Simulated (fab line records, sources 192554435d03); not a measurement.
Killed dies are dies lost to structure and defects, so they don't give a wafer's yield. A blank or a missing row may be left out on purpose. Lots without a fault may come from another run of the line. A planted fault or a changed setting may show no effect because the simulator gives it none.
fab line records | flow n5_finfet
record lots=12 wafers=36 last_day=20
route steps=1938 shown BEOL_M8@1369 PAD_METAL@1895 PASSIVATION@1906
lots that met no fault: from a run of the same line without faults
start_h: hours from the record's first day to the start of the lot's first wafer shown | wait_h: hours since the lot's step before | " the same as in the row above | L1.1+2: a row that stands for several wafers | - no value, or no start given | * or withheld: withheld | < > ~ a bound
route shown NAME@n: a module of which the file shows steps, and the number in the route of the first | usual: mean/standard deviation of fault-free wafers | same: alike in all rows | chamber/n: place in a boat | sites: the reading at each site | _std_site: their standard deviation | _edge_site: outer sites' mean less inner sites' | radius_mm: how far each site lies from the wafer's centre | mask NAME#n: copy n | behind: the tool/chamber that last shaped the wafer | hold: why the lot was held/for how many hours/how that ended | device: the transistor (n, p or np) that didn't switch | end of line: the same wafers' tests at the end of the route | a step without rows: its recipe alone | killed: dies lost to structure and defects at the first sort, not the wafer's yield | map: a wafer's dies, x killed, . not, _ none there
set.NAME: the setting as run; set.NAME@STEP: as run at that earlier step | model.NAME: the simulator's own value behind a step, which no gauge read
steps of the route over a sample of lots; a table a step, a row a wafer
services: from which hour (start_h, from the record's first day; less than 0 if before it) a tool's chamber was out of use, for how many hours, and why
## steps
# step N5_BEOL_M8_ETCH_72
# recipe chemistry=N2/H2 target=underlayer target_depth_a=65 mask_material=CAR-EUV time_s=5.2 ion_energy_ev=200 pressure_mtorr=30 source_w=840 bias_w=150 n2_flow_sccm=200 h2_flow_sccm=200 ends=cleared
# usual drypump_motor_current_A=5.6/0.41 etch_rf_on_time_s=5.20/0.11 oes_product_au=0.68/0.07 rf_vpp_V=524.1/3 showerhead_plenum_p_Torr=2.56/0.1 throttle_valve_pct=17.79/0.16
# columns lot.wafer tool chamber start_h wait_h drypump_motor_current_A etch_rf_on_time_s oes_product_au rf_hours_counter_h rf_vpp_V showerhead_plenum_p_Torr throttle_valve_pct
L102.4 rie_diel-02 1 222.77 0.0 5.6 5.14 0.67 148 521.6 2.44 17.78
L102.5 " 1 " " 5.7 5.16 0.65 - 523.0 2.44 17.77
L102.6 " 0 " " 5.3 5.08 0.62 - 523.4 2.51 17.73
L103.2 rie_diel-04 2 223.15 0.0 5.8 5.30 0.68 84 523.0 2.47 17.55
L103.4 " 3 " " 5.8 5.14 0.64 - 524.7 2.54 17.95
L103.6 " 0 " " 5.7 5.17 0.77 - 530.9 2.71 17.74
L104.1 rie_diel-04 0 229.46 0.0 5.7 5.17 0.76 42 528.4 2.71 17.76
L104.2 " 2 " " 5.7 5.25 0.68 89 521.3 2.46 17.54
L104.5 " 3 " " 5.8 5.17 0.63 - 521.4 2.54 17.95
L105.1 rie_diel-01 2 254.06 0.0 6.4 5.24 0.71 71 526.2 2.70 17.85
L105.3 " 0 " " 4.9 5.41 0.59 218 520.9 2.49 17.88
L105.5 " 0 " " 4.9 5.40 0.59 - 521.4 2.49 17.90
L108.1 rie_diel-04 2 269.52 0.0 5.8 5.30 0.67 106 521.1 2.46 17.57
L108.3 " 0 " " 5.7 5.19 0.74 59 525.8 2.70 17.77
L108.6 " 3 " " 5.8 5.16 0.62 - 523.1 2.53 17.98
L111.1 rie_diel-01 1 272.14 0.0 5.3 5.21 0.77 15 521.8 2.49 17.67
L111.5 " 3 " " 4.9 5.23 0.69 - 528.6 2.69 17.71
L111.6 " 2 " " 6.4 5.27 0.69 - 529.3 2.70 17.88
L117.1 rie_diel-01 0 312.15 0.0 4.9 5.38 0.59 235 523.3 2.49 17.94
L117.3 " 2 " " 6.4 5.17 0.70 89 527.1 2.69 17.92
L117.4 " 3 " " 4.9 5.16 0.67 97 527.1 2.68 17.73
L116.1 rie_diel-02 2 312.45 0.0 5.9 5.18 0.80 15 528.4 2.71 17.85
L116.2 " 3 " " 5.7 4.99 0.78 28 524.7 2.61 17.50
L116.5 " 3 " " 5.7 5.03 0.76 - 525.5 2.61 17.52
L120.2 rie_diel-01 3 320.36 0.0 4.9 5.17 0.68 100 527.5 2.68 17.72
L120.5 " 1 " " 5.3 5.13 0.75 - 520.9 2.48 17.68
L120.6 " 2 " " 6.4 5.18 0.69 - 527.0 2.69 17.89
L119.3 rie_diel-01 2 321.07 0.0 6.4 5.22 0.70 92 529.7 2.69 17.91
L119.5 " 1 " " 5.3 5.20 0.75 - 520.9 2.48 17.70
L119.6 " 0 " " 4.9 5.38 0.59 - 523.4 2.48 17.93
L124.1 rie_diel-01 0 365.30 0.0 4.9 5.40 0.58 254 525.3 2.48 17.97
L124.3 " 3 " " 4.9 5.21 0.67 116 528.4 2.67 17.78
L124.5 " 0 " " 4.9 5.41 0.58 - 522.6 2.48 17.94
L125.1 rie_diel-04 0 394.83 0.0 5.7 5.34 0.69 101 525.7 2.68 17.83
L125.2 " 3 " " 5.8 5.26 0.58 241 522.8 2.51 18.08
L125.3 " 1 " " 6.4 5.30 0.77 24 525.4 2.58 17.60
# step N5_PASSIVATION_SPUTTER_20
# recipe material=TaN target_thk_a=500 temp_c=25 chamber_pressure_pa=0.4
# usual throttle_valve_pct=30.3/1
# columns lot.wafer tool chamber start_h wait_h throttle_valve_pct
L102.4 pvd_sputter-03 - 282.20 0.0 29.6
L102.5 " - " " 31.4
L102.6 " - " " 30.9
L103.2 pvd_sputter-03 - 287.07 0.0 30.3
L103.4 " - " " 31.4
L103.6 " - " " 30.6
L104.1 pvd_sputter-03 - 296.45 0.0 31.4
L104.2 " - " " 30.3
L104.5 " - " " 31.0
L105.1 pvd_sputter-01 - 313.31 0.0 31.5
L105.3 " - " " 31.0
L105.5 " - " " 31.2
L108.1 pvd_sputter-01 - 331.06 0.0 31.7
L108.3 " - " " 31.6
L108.6 " - " " 30.9
L111.1 pvd_sputter-02 - 334.63 0.0 29.4
L111.5 " - " " 29.2
L111.6 " - " " 27.9
L116.1 pvd_sputter-02 - 381.34 0.0 28.1
L116.2 " - " " 29.4
L116.5 " - " " 29.4
L117.1 pvd_sputter-02 - 385.12 0.0 29.7
L117.3 " - " " 29.9
L117.4 " - " " 29.4
L120.2 pvd_sputter-03 - 386.55 0.0 31.4
L120.5 " - " " 31.5
L120.6 " - " " 31.0
L119.3 pvd_sputter-01 - 391.64 0.0 31.5
L119.5 " - " " 31.5
L119.6 " - " " 29.4
L124.1 pvd_sputter-03 - 423.97 0.0 29.3
L124.3 " - " " 31.5
L124.5 " - " " 30.8
L125.1 pvd_sputter-01 - 464.36 0.0 29.5
L125.2 " - " " 30.9
L125.3 " - " " 31.3
# step N5_PASSIVATION_OVL_MEAS_63
# recipe points_per_wafer=44
# usual PAD_OVL=1/4.8
# same points_per_wafer=44
# columns lot.wafer tool chamber start_h wait_h PAD_OVL[nm]
L102.4 overlay-01 0 282.93 0.0 -4
L102.5 " 0 " " -4
L102.6 " 0 " " -4
L103.2 overlay-02 0 287.67 0.0 -3
L103.4 " 0 " " 3
L103.6 " 0 " " 2
L104.1 overlay-02 0 297.05 0.0 4
L104.2 " 0 " " 9
L104.5 " 0 " " 3
L105.1 overlay-02 0 313.91 0.0 -3
L105.3 " 0 " " -5
L105.5 " 0 " " -5
L108.1 overlay-02 0 331.66 0.0 7
L108.3 " 0 " " -2
L108.6 " 0 " " 1
L111.1 overlay-01 0 335.35 0.0 4
L111.5 " 0 " " 5
L111.6 " 0 " " 12
L116.1 overlay-02 0 382.07 0.0 5
L116.2 " 0 " " 1
L116.5 " 0 " " -2
L117.1 overlay-01 0 385.72 0.0 -2
L117.3 " 0 " " -8
L117.4 " 0 " " -4
L120.2 overlay-01 0 387.28 0.0 0
L120.5 " 0 " " 7
L120.6 " 0 " " -3
L119.3 overlay-02 0 392.24 0.0 4
L119.5 " 0 " " -6
L119.6 " 0 " " 9
L124.1 overlay-01 0 424.57 0.0 4
L124.3 " 0 " " -5
L124.5 " 0 " " -1
L125.1 overlay-02 0 464.96 0.0 -1
L125.2 " 0 " " -8
L125.3 " 0 " " 1
# step N5_PASSIVATION_PROBE_49
# usual defect_limited_yield=91.1/1.4 killed_at_M0_to_M3=32/9.3 killed_at_M4_up=13/5.8 killed_at_contacts=12/6.3 killed_at_front_end=44/12 killed_at_other=3.6/2.7 killed_dies=104/17 killed_on_rim=14/3.9 killed_open=69/13 killed_short=34/6.9 sort_bin_5_function=5.2/0.98 sort_bin_6_memory=3.3/0.59 sort_n_pass=1075/17 sort_yield_pct=91.1/1.4
# same gross_dies=1180 killed_at_back_side=0 sort_bin_4_leakage[%]=0 sort_bin_8_speed[%]=0
# columns lot.wafer tool chamber start_h wait_h defect_limited_yield[%] killed_at_M0_to_M3 killed_at_M4_up killed_at_contacts killed_at_front_end killed_at_other killed_dies killed_on_rim killed_open killed_short sort_bin_5_function[%] sort_bin_6_memory[%] sort_n_pass sort_yield_pct[%]
L111.1 prober-02 - 340.32 0.0 91.0 44 12 8 40 2 106 8 63 43 5.4 3.1 1074 91.0
L111.5 prober-02 - 340.52 0.2 91.8 39 5 21 30 2 97 12 55 42 5.0 2.9 1083 91.8
L111.6 prober-02 - 340.57 0.3 91.5 41 11 11 35 2 100 9 55 45 4.1 3.6 1080 91.5
L116.1 prober-01 - 387.06 0.0 90.9 26 27 14 34 6 107 17 71 36 5.1 3.8 1073 90.9
L116.2 prober-01 - 387.11 0.1 84.3 21 104 15 45 0 185 29 60 40 9.1 3.6 995 84.3
L116.5 prober-01 - 387.26 0.2 83.2 48 98 5 42 5 198 32 63 56 8.8 5.0 982 83.2
L117.1 prober-02 - 391.08 0.0 92.8 27 13 16 24 5 85 13 49 36 3.9 3.1 1095 92.8
L117.3 prober-02 - 391.18 0.1 92.1 28 10 11 44 0 93 14 48 45 5.1 2.6 1087 92.1
# killed by level:class
L111.1 FIN_SAQP:geometric_particle:open=15 BEOL_M0_SAQP:geometric_particle:short=13 FIN_SAQP:geometric_particle:short=8 MOL_CONTACT_COAG:geometric_particle:open=7 BEOL_M0_SAQP:geometric_particle:open=6 BEOL_M2:geometric_particle:open=5 STI_FIN_REVEAL:geometric_particle:open=5 BEOL_M1:geometric_particle:open=5
L111.5 MOL_CONTACT_COAG:geometric_particle:open=16 BEOL_M0_SAQP:geometric_particle:open=14 BEOL_M0_SAQP:geometric_particle:short=11 FIN_SAQP:geometric_particle:short=10 MOL_CONTACT_COAG:geometric_particle:short=5 GATE_CUT:geometric_particle:short=4 BEOL_M1:geometric_particle:open=4 STI_FIN_REVEAL:geometric_particle:open=3
L111.6 FIN_SAQP:geometric_particle:short=13 BEOL_M0_SAQP:geometric_particle:open=10 BEOL_M0_SAQP:geometric_particle:short=8 MOL_CONTACT_COAG:geometric_particle:open=6 BEOL_M2:geometric_particle:open=6 BEOL_M3:geometric_particle:open=6 FIN_SAQP:geometric_particle:open=5 MOL_CONTACT_COAG:geometric_particle:short=5
L116.1 BEOL_M4:geometric_particle:open=12 GATE_CUT:geometric_particle:short=10 MOL_CONTACT_COAG:geometric_particle:open=10 BEOL_M1:geometric_particle:open=8 BEOL_M0_SAQP:geometric_particle:short=5 STARTING-WAFER:geometric_particle:open=5 FIN_SAQP:geometric_particle:open=4 MOL_CONTACT_COAG:geometric_particle:short=4
L116.2 BEOL_M8:unspecified=85 FIN_SAQP:geometric_particle:short=13 MOL_CONTACT_COAG:geometric_particle:open=12 FIN_SAQP:geometric_particle:open=8 BEOL_M4:geometric_particle:open=6 BEOL_M1:geometric_particle:open=5 DUMMY_GATE:geometric_particle:open=5 BEOL_M0_SAQP:geometric_particle:short=5
L116.5 BEOL_M8:unspecified=79 BEOL_M0_SAQP:geometric_particle:short=14 BEOL_M0_SAQP:geometric_particle:open=12 BEOL_M4:geometric_particle:short=7 BEOL_M1:geometric_particle:open=6 FIN_SAQP:geometric_particle:open=5 STI_FIN_REVEAL:geometric_particle:open=5 BEOL_M0:geometric_particle:open=5
L117.1 MOL_CONTACT_COAG:geometric_particle:open=10 BEOL_M2:geometric_particle:open=7 MOL_CONTACT_COAG:geometric_particle:short=6 BEOL_M0_SAQP:geometric_particle:open=6 FIN_SAQP:geometric_particle:open=4 STI_FIN_REVEAL:geometric_particle:open=4 DUMMY_GATE:geometric_particle:short=4 GATE_CUT:geometric_particle:short=4
L117.3 FIN_SAQP:geometric_particle:short=15 BEOL_M0_SAQP:geometric_particle:short=11 BEOL_M2:geometric_particle:open=10 MOL_CONTACT_COAG:geometric_particle:open=8 FIN_SAQP:geometric_particle:open=5 GATE_CUT:geometric_particle:short=5 DUMMY_GATE:geometric_particle:open=4 BEOL_M0_SAQP:geometric_particle:open=4
## services
# columns tool chamber start_h hours kind
rie_diel-01 - 218.42 14.6 pm
rie_diel-02 3 223.86 - clean
rie_diel-02 3 223.86 - consumable_replace:focus_ring
rie_diel-02 3 223.86 20.6 scheduled_down
rie_diel-02 1 300.39 15.4 repair
pvd_sputter-02 - 301.83 7.9 repair
rie_diel-02 3 305.25 2.1 repair
rie_diel-04 1 308.27 2.9 repair
rie_diel-04 0 311.57 9.9 repair
rie_diel-04 3 346.23 10.6 repair
rie_diel-04 - 352.25 0.6 repair
rie_diel-01 0 371.46 2.1 repair
rie_diel-01 0 383.71 77.6 repair
rie_diel-02 0 389.92 9.1 repair
pvd_sputter-02 - 394.40 1.9 repair
pvd_sputter-01 - 397.65 1.0 repair
rie_diel-04 3 441.94 - clean
rie_diel-04 3 441.94 - consumable_replace:focus_ring
rie_diel-04 3 441.94 20.8 scheduled_down
rie_diel-04 3 441.94 20.8 vent_cycle
rie_diel-02 1 444.32 12.7 repair
pvd_sputter-02 - 448.95 2.3 repair
rie_diel-01 0 461.32 - clean
rie_diel-01 0 461.32 - consumable_replace:focus_ring
## key
first_sign step=N5_PASSIVATION_PROBE_49 reading=killed_at_M4_up direction=up sigmas=15 usual=13 struck=101
effect step=N5_PASSIVATION_PROBE_49 reading=defect_limited_yield direction=down sigmas=5.2 usual=91.1 struck=83.8
more_kills_born_at N5_BEOL_M8_ETCH_72@rie_diel-02=164
met_at N5_BEOL_M8_ETCH_72
struck_lots L116
struck_wafers L116.2,L116.5
not_acting_at N5_PASSIVATION_SPUTTER_20,N5_PASSIVATION_OVL_MEAS_63
fault kind=chamber_particle_source tool=rie_diel-02 chamber=3 onset_h=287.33 steps=N5_BEOL_M8_ETCH_72 rate_per_visit_cm2=1.751 end_h=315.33
